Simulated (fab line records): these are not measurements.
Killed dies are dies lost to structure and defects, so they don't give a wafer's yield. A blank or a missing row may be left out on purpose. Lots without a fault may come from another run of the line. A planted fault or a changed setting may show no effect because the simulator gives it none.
Lot-split experiment -- flow n5_finfet -- on a route of 1938 steps: 7 lots, 39 wafers read

## THE SPLIT
At N5_HKMG_FIN_DESCUM_53 (chemistry O2, time 7.9 s), the setting time_s was moved away from the recipe's 7.9 s on 12 of the 39 wafers read, by +22.4% to +55.7%. The other wafers ran this setting at the recipe's value.

Split to reading: the file shows no intervening step.

## THE READING
CAR-ArF_of_HKMG_FIN_COAT_43.thk_nm (the simulator's own value, which no gauge read), in nm, at N5_HKMG_FIN_ETCH_54 (etches SiARC in CF4, target depth 45.5 nm, time 75.8 s). The file does not state a usual value for it. Average 50.9 nm, standard deviation 0.24 nm, over the 27 wafers here run with the recipe.

wafer,"tool, chamber at the split","time_s as run, s",against the recipe,"CAR-ArF_of_HKMG_FIN_COAT_43.thk_nm, nm",against lot-mates on the recipe
L075.2,"rie_diel-02, 1,3",7.9,recipe,50.8,-
L075.4,"rie_diel-02, 1,3",7.9,recipe,50.8,-
L075.3,"rie_diel-02, 2",7.9,recipe,51,-
L078.1,"rie_diel-02, 2",7.9,recipe,51,-
L078.2,"rie_diel-02, 0",7.9,recipe,50.8,-
L078.5,"rie_diel-02, 2",7.9,recipe,50.8,-
L078.3,"rie_diel-02, 1",12.3,+55.7%,48,-2.9
L078.4,"rie_diel-02, 3",12.3,+55.7%,48.4,-2.5
L078.6,"rie_diel-02, 3",12.3,+55.7%,48.6,-2.3
L085.1,"rie_diel-05, 2",7.9,recipe,50.8,-
L085.2,"rie_diel-05, 3",10.21,+29.2%,49.6,-1.0
L085.3,"rie_diel-05, 0",7.9,recipe,50.6,-
L085.4,"rie_diel-05, 1",10.21,+29.2%,49.2,-1.4
L085.5,"rie_diel-05, 1",7.9,recipe,50.4,-
L085.6,"rie_diel-05, 2",10.21,+29.2%,49.4,-1.2
L087.1,"rie_diel-02, 3,2",7.9,recipe,50.8,-
L087.2,"rie_diel-02, 1,0,3,2",7.9,recipe,50.8,-
L087.3,"rie_diel-02, 1,0,3,2",7.9,recipe,50.8,-
L087.4,"rie_diel-02, 3,2",7.9,recipe,50.8,-
L087.5,"rie_diel-02, 1,0,3,2",7.9,recipe,50.8,-
L087.6,"rie_diel-02, 1,0,3,2",7.9,recipe,50.8,-
L092.1,"rie_diel-03, 2,0,1,3",7.9,recipe,51.2,-
L092.2,"rie_diel-03, 2,0,1,3",7.9,recipe,51.2,-
L092.3,"rie_diel-03, 2,0,1,3",7.9,recipe,51.2,-
L092.4,"rie_diel-03, 2,0,1,3",7.9,recipe,51.2,-
L092.5,"rie_diel-03, 0,3",7.9,recipe,51.4,-
L092.6,"rie_diel-03, 0,3",7.9,recipe,51.4,-
L094.1,"rie_diel-03, 3",9.666,+22.4%,50.2,-0.7
L094.3,"rie_diel-03, 0",9.666,+22.4%,50.2,-0.7
L094.2,"rie_diel-03, 2",7.9,recipe,50.8,-
L094.4,"rie_diel-03, 1,2",7.9,recipe,51,-
L094.6,"rie_diel-03, 1,2",7.9,recipe,51,-
L094.5,"rie_diel-03, 3",9.666,+22.4%,50,-0.9
L097.1,"rie_diel-03, 3,1,3",9.997,+26.5%,49.4,-1.3
L097.4,"rie_diel-03, 3,1,3",9.997,+26.5%,49.4,-1.3
L097.5,"rie_diel-03, 3,1,3",9.997,+26.5%,49.4,-1.3
L097.2,"rie_diel-03, 0",7.9,recipe,50.8,-
L097.3,"rie_diel-03, 2",7.9,recipe,50.6,-
L097.6,"rie_diel-03, 2",7.9,recipe,50.6,-
When a row names more than one chamber, that row covers several wafers, and the file does not tell which wafer ran in which chamber.

FIT RESULTS
A straight line over all 39 wafers: CAR-ArF_of_HKMG_FIN_COAT_43.thk_nm changes by -0.0471 nm for each +1% of time_s; r = -0.96; the points scatter about the line by 0.25 nm.
The same after taking each lot's own level away (the mean of its wafers on the recipe; 39 wafers): -0.0444 nm for each +1%; r = -0.98; scatter 0.14 nm.
Per that fit: largest time_s move, reading shift of 2.5 nm.
Measured against the standard deviation above, the lots' own levels, which go from 50.60 to 51.27 nm, span 2.8 times it.
Consequently the slope shifts little with the lot-to-lot level, the two slopes agreeing.
Check: for one of the wafers moved furthest among these (+55.7%), held out of the fit, the line's prediction against its lot-mates is -2.36 nm. Against them it came out at -2.87 nm.

## FURTHER SPLITS ON THESE WAFERS
These wafers also went through other splits before the reading. Each is held against what the fit with the lots' levels taken away leaves over:
other split on the same wafers,wafers away from the commonest value,r with CAR-ArF_of_HKMG_FIN_COAT_43.thk_nm (lot level and that fit taken away)
N5_SPACER0_ALD_08 target_thk_a,12,-0.03

## THE WHOLE CHAIN: every reading that the file lists as answering this split, in the file's order
step,what it does,reading,change (the file's fit),r (the file's)
N5_HKMG_FIN_DESCUM_53,"chemistry O2, time 7.9 s","CAR-ArF_of_HKMG_FIN_COAT_43.thk_nm (the simulator's own value, which no gauge read)",-0.0447 nm for each +1% of the setting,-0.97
N5_HKMG_FIN_ETCH_54,"etches SiARC in CF4, target depth 45.5 nm, time 75.8 s","CAR-ArF_of_HKMG_FIN_COAT_43.thk_nm (the simulator's own value, which no gauge read)",-0.0441 nm for each +1% of the setting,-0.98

## FILE'S OWN FIT
CAR-ArF_of_HKMG_FIN_COAT_43.thk_nm changes by -0.0441 nm for each +1% of time_s, r = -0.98.
